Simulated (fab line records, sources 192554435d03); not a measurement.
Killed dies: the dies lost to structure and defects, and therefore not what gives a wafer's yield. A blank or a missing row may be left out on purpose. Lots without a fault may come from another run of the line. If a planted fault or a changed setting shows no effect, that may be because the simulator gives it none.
Which of the tools did it? -- flow n5_finfet -- 24 lots with 72 wafers sampled at 4 steps, on a route of 1938 steps

WHAT THE GAUGES READ, wafer by wafer
N5_BEOL_M6_THK_MEAS_53: measures by xrf.
lot,measured,on,M6_THK (nm)
L075,day 8 16:23,film_metro-01,75.8 75.1 76.0
L074,day 8 17:14,film_metro-02,77.2 77.7 74.2
L076,day 9 05:56,film_metro-02,76.7 76.1 74.5
L077,day 9 10:49,film_metro-02,76.4 77.2 77.6
L078,day 9 18:35,film_metro-02,75.3 78.6 75.8
L080,day 10 02:24,film_metro-01,76.0 75.4 77.7
L079,day 10 05:13,film_metro-02,76.9 75.8 77.4
L081,day 10 09:18,film_metro-01,77.9 77.1 77.4
L082,day 10 10:44,film_metro-01,79.3 74.2 75.9
L083,day 11 03:40,film_metro-02,76.6 79.7 79.8
L086,day 11 11:43,film_metro-01,76.5 73.9 76.4
L084,day 11 11:59,film_metro-01,78.1 76.9 80.4
L085,day 11 15:28,film_metro-01,76.4 77.1 78.0
L087,day 12 01:10,film_metro-02,75.2 77.1 78.8
L088,day 12 15:05,film_metro-01,77.6 78.6 77.6
L089,day 12 15:10,film_metro-02,77.2 76.9 80.2
L090,day 12 16:01,film_metro-02,76.8 74.9 74.3
L091,day 13 05:27,film_metro-01,77.7 75.0 78.5
L092,day 13 08:50,film_metro-02,77.8 76.2 74.2
L093,day 13 13:41,film_metro-01,75.1 74.3 75.9
L094,day 13 18:03,film_metro-01,75.2 75.8 78.9
L095,day 13 20:46,film_metro-02,75.0 76.6 75.6
L096,day 14 06:55,film_metro-01,74.7 73.8 77.5
L097,day 14 12:13,film_metro-02,78.1 75.0 77.3

N5_BEOL_M7_CD_MEAS_18: pitch 80 nm, target cd 40 nm.
lot,measured,on,cd_nm (nm)
L075,day 8 18:35,cd_sem-01,39.9 40.1 40.3
L074,day 8 19:04,cd_sem-03,40.6 40.3 39.8
L076,day 9 10:13,cd_sem-03,38.3 39.1 39.7
L077,day 9 13:58,cd_sem-01,41.0 39.7 40.2
L078,day 9 22:02,cd_sem-03,40.2 38.8 39.2
L080,day 10 05:24,cd_sem-01,39.1 39.7 40.1
L079,day 10 08:29,cd_sem-03,39.7 39.7 39.2
L081,day 10 11:18,cd_sem-03,39.7 39.6 38.4
L082,day 10 13:27,cd_sem-02,40.0 39.2 40.6
L083,day 11 06:38,cd_sem-01,39.7 39.3 39.5
L086,day 11 14:32,cd_sem-01,39.6 40.5 40.0
L084,day 11 14:44,cd_sem-01,40.2 39.4 39.6
L085,day 11 17:58,cd_sem-02,40.1 39.9 40.0
L087,day 12 06:34,cd_sem-01,39.3 40.9 40.1
L088,day 12 19:15,cd_sem-03,39.7 40.1 39.9
L089,day 12 19:50,cd_sem-03,39.7 40.3 39.3
L090,day 12 19:33,cd_sem-03,39.5 39.5 38.3
L091,day 13 08:00,cd_sem-02,40.2 39.9 39.8
L092,day 13 13:10,cd_sem-01,39.6 39.5 39.3
L093,day 13 17:11,cd_sem-03,38.8 39.0 40.2
L094,day 13 20:39,cd_sem-03,41.2 40.2 41.5
L095,day 14 00:08,cd_sem-02,39.7 39.7 39.4
L096,day 14 10:13,cd_sem-03,39.2 39.5 40.6
L097,day 14 14:47,cd_sem-02,39.0 38.4 38.7

TOOL THAT RAN EACH LOT (tool first, then ch and the chambers of the sampled wafers, then the start)
lot,N5_BEOL_M6_CURE_75,N5_BEOL_M7_ETCH_62
L075,"uv_cure-03 ch 1, day 8 14:11","rie_diel-01 ch 0,1, day 8 18:13"
L074,"uv_cure-02 ch 1, day 8 14:35","rie_diel-03 ch 2,3, day 8 18:40"
L076,"uv_cure-02 ch 1, day 9 03:31","rie_diel-04 ch 1,3, day 9 09:47"
L077,"uv_cure-03 ch 0, day 9 06:46","rie_diel-04 ch 0,2,3, day 9 13:36"
L078,"uv_cure-01 ch 2, day 9 16:05","rie_diel-03 ch 0,1, day 9 21:40"
L080,"uv_cure-02 ch 2, day 9 21:06","rie_diel-01 ch 0,1,3, day 10 05:01"
L079,"uv_cure-02 ch 2, day 10 01:52","rie_diel-04 ch 0,1,2, day 10 08:05"
L081,"uv_cure-01 ch 0, day 10 06:55","rie_diel-03 ch 2,3, day 10 10:56"
L082,"uv_cure-02 ch 1, day 10 07:25","rie_diel-01 ch 0,2,3, day 10 13:05"
L083,"uv_cure-02 ch 0, day 11 00:32","rie_diel-04 ch 1,2, day 11 06:15"
L086,"uv_cure-01 ch 1, day 11 09:43","rie_diel-04 ch 0,2, day 11 14:10"
L084,"uv_cure-01 ch 2, day 11 10:04","rie_diel-01 ch 0,1,2, day 11 14:22"
L085,"uv_cure-02 ch 1, day 11 13:22","rie_diel-03 ch 1,2, day 11 17:35"
L087,"uv_cure-01 ch 2, day 11 23:23","rie_diel-04 ch 0,1, day 12 06:12"
L088,"uv_cure-01 ch 0, day 12 12:19","rie_diel-01 ch 0,1, day 12 18:53"
L089,"uv_cure-02 ch 1, day 12 12:37","rie_diel-04 ch 1,2,3, day 12 19:28"
L090,"uv_cure-01 ch 0, day 12 12:49","rie_diel-04 ch 0,3, day 12 19:10"
L091,"uv_cure-01 ch 1, day 13 02:41","rie_diel-01 ch 1,3, day 13 07:38"
L092,"uv_cure-02 ch 1, day 13 06:35","rie_diel-01 ch 0,1,2, day 13 12:35"
L093,"uv_cure-01 ch 1, day 13 11:42","rie_diel-01 ch 1,2,3, day 13 16:49"
L094,"uv_cure-02 ch 2, day 13 15:52","rie_diel-04 ch 0,1,3, day 13 20:17"
L095,"uv_cure-03 ch 1, day 13 18:42","rie_diel-03 ch 0,1,3, day 13 23:46"
L096,"uv_cure-01 ch 2, day 14 05:04","rie_diel-04 ch 0,3, day 14 09:50"
L097,"uv_cure-02 ch 2, day 14 09:18","rie_diel-01 ch 0,2,3, day 14 14:24"
- N5_BEOL_M6_CURE_75: cures SiCOH lowk, time 120 s.
- N5_BEOL_M7_ETCH_62: etches SOC in N2/H2, target depth 110 nm, overetch 22 nm, time 165 s.

AS READ BY THE TOOLS THEMSELVES (means over the sampled wafers that have a number; for cases with no such wafer, the mark the record gives instead)
N5_BEOL_M6_CURE_75.
lot,tool,lamp_power_pct (%),wafer_temp_C_max
L075,uv_cure-03,52.32,370.9
L074,uv_cure-02,52.34,370.9
L076,uv_cure-02,52.30,371.0
L077,uv_cure-03,52.31,371.8
L078,uv_cure-01,52.32,371.4
L080,uv_cure-02,52.26,371.2
L079,uv_cure-02,52.33,371.3
L081,uv_cure-01,52.36,372.0
L082,uv_cure-02,52.32,371.6
L083,uv_cure-02,52.27,371.3
L086,uv_cure-01,52.27,372.3
L084,uv_cure-01,52.31,370.8
L085,uv_cure-02,52.29,371.0
L087,uv_cure-01,52.27,371.0
L088,uv_cure-01,52.32,372.0
L089,uv_cure-02,52.28,371.6
L090,uv_cure-01,52.31,372.0
L091,uv_cure-01,52.33,373.1
L092,uv_cure-02,52.34,371.4
L093,uv_cure-01,52.32,372.2
L094,uv_cure-02,52.32,370.8
L095,uv_cure-03,52.31,371.0
L096,uv_cure-01,52.30,370.9
L097,uv_cure-02,52.29,371.4

N5_BEOL_M7_ETCH_62.
lot,tool,bias_w (W),drypump_motor_current_A (A),h2_flow_sccm (sccm),oes_product_au (a.u.),rf_vpp_V (V),showerhead_plenum_p_Torr (Torr),throttle_valve_pct (%)
L075,rie_diel-01,149.9,5.5,199.3,0.64,525.5,2.58,17.91
L074,rie_diel-03,150.1,5.4,199.8,0.64,522.5,2.50,18.00
L076,rie_diel-04,150.3,6.0,200.3,0.75,522.8,2.50,17.77
L077,rie_diel-04,150.2,5.4,200.1,0.60,523.3,2.52,17.99
L078,rie_diel-03,149.5,5.7,199.5,0.62,525.6,2.61,18.09
L080,rie_diel-01,150.0,5.7,200.2,0.73,524.6,2.53,17.66
L079,rie_diel-04,150.1,5.5,199.9,0.66,523.9,2.51,17.76
L081,rie_diel-03,150.1,5.3,199.7,0.63,524.8,2.55,17.95
L082,rie_diel-01,149.6,5.8,200.5,0.68,522.2,2.52,17.88
L083,rie_diel-04,149.7,5.9,200.0,0.66,525.1,2.58,17.55
L086,rie_diel-04,150.3,5.0,200.5,0.59,522.7,2.48,17.99
L084,rie_diel-01,150.2,5.9,200.2,0.71,524.1,2.56,17.74
L085,rie_diel-03,149.5,5.5,200.3,0.61,521.1,2.45,18.09
L087,rie_diel-04,149.7,5.2,200.1,0.63,520.1,2.44,18.01
L088,rie_diel-01,149.8,5.8,199.3,0.74,525.1,2.57,17.54
L089,rie_diel-04,150.2,5.9,200.6,0.65,523.1,2.53,17.80
L090,rie_diel-04,149.4,5.1,199.9,0.58,521.2,2.44,18.23
L091,rie_diel-01,149.9,5.9,200.6,0.64,521.0,2.47,17.72
L092,rie_diel-01,150.5,5.9,200.0,0.68,524.2,2.55,17.78
L093,rie_diel-01,149.9,6.0,200.5,0.63,522.2,2.50,17.79
L094,rie_diel-04,150.2,5.6,200.0,0.72,521.0,2.46,17.91
L095,rie_diel-03,149.9,5.5,199.9,0.60,525.7,2.59,18.06
L096,rie_diel-04,150.7,5.5,199.5,0.74,522.2,2.46,17.98
L097,rie_diel-01,150.1,5.8,199.9,0.65,522.4,2.51,17.93

THE ANSWER, worked out from the rows above alone
Rule: the lots themselves supply what counts as usual. Put in order of their means at a reading, lots are off if they are a third of the lots or fewer, leave a main group of 4 or more, and stand apart from it by a gap of 3 or more times the standard deviation of the main group's means; of several such gaps the widest counts. Not used: any main group whose means are identical at the precision the tables above print for the reading. A lot without any number at a reading at which 4 lots or more have one is off too. Any other lot the step has rows for is counted as sound. After the gauges, taken in route order, come the tools' own readings; for these a lot's mean is taken, as printed above. The first step at which some lot is off is used, and at that step the reading that is off furthest; a lot without a number counts as furthest.
Across all readings shown, no lot is off: no conclusion can be drawn from this.

WHAT THE SIMULATOR PUT IN
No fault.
